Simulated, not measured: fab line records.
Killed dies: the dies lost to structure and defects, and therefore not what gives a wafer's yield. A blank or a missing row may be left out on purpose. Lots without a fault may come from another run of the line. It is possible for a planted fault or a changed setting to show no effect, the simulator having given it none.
Matching of chambers	flow nand harc	rie diel-12 running NHARC_A_BLC_ETCH_16: 4 sister chambers
The step etches the open film in CF4, target depth 39 nm, time 65 s. 15 wafers are shown with their chamber, then 7 later ones without.

## WAFERS, EACH WITH ITS CHAMBER
wafer	chamber	showerhead plenum p Torr (Torr)	drypump motor current A (A)	rf vpp V (V)
L346.2	3	1.65	5.0	150.4
L346.3	1	1.75	6.6	149.8
L346.6	1	1.75	6.5	150.6
L348.1	0	1.72	6.0	149.3
L348.3	1	1.75	6.6	151.6
L348.4	2	1.70	5.2	151.6
L353.2	2	1.70	5.2	149.6
L353.5	3	1.65	5.1	149.6
L353.6	0	1.72	6.0	151.1
L355.2	2	1.70	5.2	150.9
L355.3	0	1.72	6.0	151.0
L355.4	2	1.70	5.2	150.1
L360.1	3	1.65	5.1	148.5
L368.1	1	1.75	6.6	150.8
L368.2	2	1.69	5.1	150.8

SIGNATURES, as means of the wafers listed above
reading	chamber 0	chamber 1	chamber 2	chamber 3	scatter within a chamber
showerhead plenum p Torr	1.7200	1.7500	1.6980	1.6500	0.0027
drypump motor current A	6.000	6.575	5.180	5.067	0.0449
rf vpp V	150.467	150.700	150.600	149.500	0.847
Rule: a wafer's distance from a chamber is the root of the sum, over the readings, of the square of ((its reading less the chamber's mean) divided by the reading's scatter). The wafer belongs to the nearest chamber; if the next one is less than 2 further off, it can't be placed. The scatter is the square root of a quotient: the sum, over the shown wafers, of each reading's squared deviation from its chamber's mean, divided by wafers minus chambers.

## WAFERS WITHOUT THEIR CHAMBER
wafer	showerhead plenum p Torr (Torr)	drypump motor current A (A)	rf vpp V (V)
L368.3	1.64	5.1	149.0
L367.1	1.64	5.1	148.8
L367.2	1.69	5.2	150.6
L367.5	1.69	5.2	150.2
L369.2	1.69	5.2	150.5
L369.3	1.71	6.0	148.6
L369.5	1.64	5.1	149.5

## EACH ONE'S CHAMBER
wafer	from the rows above	in truth
L368.3	3	3
L367.1	3	3
L367.2	2	2
L367.5	2	2
L369.2	2	2
L369.3	0	0
L369.5	3	3
7 of 7 placed correctly. Left unplaced by these rows: 0. Wrongly placed: 0.
